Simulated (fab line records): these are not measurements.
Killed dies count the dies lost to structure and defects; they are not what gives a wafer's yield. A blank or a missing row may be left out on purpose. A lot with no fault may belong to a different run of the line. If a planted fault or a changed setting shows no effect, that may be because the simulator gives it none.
Chamber matching || flow n5 finfet || N5_BEOL_M2_ETCH_64 on rie diel-01: 4 sister chambers
The step etches SOC in N2/H2, target depth 75 nm, overetch 22.5 nm, time 121.9 s. 8 wafers are shown with their chamber, then 8 later ones without.

WAFERS WITH THEIR CHAMBER
{"wafer": "L079.2", "chamber": 2, "throttle valve pct (%)": 18.1, "showerhead plenum p Torr (Torr)": 2.64}
{"wafer": "L079.4", "chamber": 3, "throttle valve pct (%)": 17.3, "showerhead plenum p Torr (Torr)": 2.50}
{"wafer": "L082.2", "chamber": 3, "throttle valve pct (%)": 17.3, "showerhead plenum p Torr (Torr)": 2.49}
{"wafer": "L082.4", "chamber": 1, "throttle valve pct (%)": 17.5, "showerhead plenum p Torr (Torr)": 2.56}
{"wafer": "L082.5", "chamber": 2, "throttle valve pct (%)": 18.2, "showerhead plenum p Torr (Torr)": 2.64}
{"wafer": "L085.5", "chamber": 1, "throttle valve pct (%)": 17.4, "showerhead plenum p Torr (Torr)": 2.56}
{"wafer": "L085.6", "chamber": 0, "throttle valve pct (%)": 18.2, "showerhead plenum p Torr (Torr)": 2.49}
{"wafer": "L095.3", "chamber": 0, "throttle valve pct (%)": 18.2, "showerhead plenum p Torr (Torr)": 2.48}

WAFERS WITHOUT THEIR CHAMBER
{"wafer": "L095.5", "throttle valve pct (%)": 17.5, "showerhead plenum p Torr (Torr)": 2.55}
{"wafer": "L095.6", "throttle valve pct (%)": 18.2, "showerhead plenum p Torr (Torr)": 2.63}
{"wafer": "L096.1", "throttle valve pct (%)": 17.5, "showerhead plenum p Torr (Torr)": 2.55}
{"wafer": "L096.3", "throttle valve pct (%)": 18.3, "showerhead plenum p Torr (Torr)": 2.48}
{"wafer": "L096.5", "throttle valve pct (%)": 18.2, "showerhead plenum p Torr (Torr)": 2.63}
{"wafer": "L097.2", "throttle valve pct (%)": 17.5, "showerhead plenum p Torr (Torr)": 2.55}
{"wafer": "L097.4", "throttle valve pct (%)": 18.3, "showerhead plenum p Torr (Torr)": 2.48}
{"wafer": "L097.6", "throttle valve pct (%)": 18.3, "showerhead plenum p Torr (Torr)": 2.48}

WHICH CHAMBER EACH ONE RAN IN
{"wafer": "L095.5", "from the rows above": 1, "in truth": 1}
{"wafer": "L095.6", "from the rows above": 2, "in truth": 2}
{"wafer": "L096.1", "from the rows above": 1, "in truth": 1}
{"wafer": "L096.3", "from the rows above": 0, "in truth": 0}
{"wafer": "L096.5", "from the rows above": 2, "in truth": 2}
{"wafer": "L097.2", "from the rows above": 1, "in truth": 1}
{"wafer": "L097.4", "from the rows above": 0, "in truth": 0}
{"wafer": "L097.6", "from the rows above": 0, "in truth": 0}
Placed correctly: 8 of 8. Number that these rows cannot place: 0. 0 placed wrongly.
How it was worked out, from the rows above alone: a wafer's distance from a chamber is the root of the sum, over the readings, of the square of ((its reading less the chamber's mean) divided by the reading's scatter). If the next closest chamber is less than 2 further off than the closest, the wafer can't be placed; otherwise it belongs to the closest. A chamber's mean is the mean of its shown wafers. How the scatter is found: for the shown wafers, subtract from each reading the mean of its chamber, square and add these, divide the total by (wafers less chambers), then take the root.
